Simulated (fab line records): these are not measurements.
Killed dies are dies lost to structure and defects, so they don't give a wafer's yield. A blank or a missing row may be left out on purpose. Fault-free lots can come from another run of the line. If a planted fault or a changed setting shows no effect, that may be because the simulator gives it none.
Matching of chambers | flow n5 finfet | 3 sister chambers for N5_BEOL_M7_CURE_75 on uv cure-02
The step cures SiCOH lowk, time 120 s. 3 wafers are shown with their chamber, then 6 later ones without.

EACH WAFER AND ITS CHAMBER
wafer  | chamber | wafer_temp_C_max
L728.4 | 2       | 372.6
L737.3 | 1       | 371.1
L740.4 | 0       | 371.6

WAFERS MISSING THEIR CHAMBER
wafer  | wafer_temp_C_max
L740.6 | 372.3
L745.1 | 371.2
L745.5 | 371.6
L746.3 | 371.0
L746.4 | 371.8
L746.5 | 370.9

THE CHAMBER EACH PASSED THROUGH
wafer  | from the rows above     | in truth
L740.6 | 2                       | 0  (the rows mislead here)
L745.1 | can't be placed: 1 or 0 | 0
L745.5 | 0                       | 0
L746.3 | 1                       | 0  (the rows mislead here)
L746.4 | 0                       | 0
L746.5 | 1                       | 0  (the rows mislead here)
Correctly placed: 2 of 6. From these rows, 1 cannot be placed; in 1 the true chamber is one of the candidates. Number placed wrongly: 3.
How it was worked out, from the rows above alone: a wafer's distance from a chamber is the root of the sum, over the readings, of the square of ((its reading less the chamber's mean) divided by the reading's scatter). The wafer belongs to the nearest chamber; if the next one is less than 2 further off, it can't be placed. A chamber's mean is the mean of its shown wafers. The scatter (one wafer shown for each chamber): square how far every hidden wafer sits from the nearest shown wafer, average those squares and take the square root.
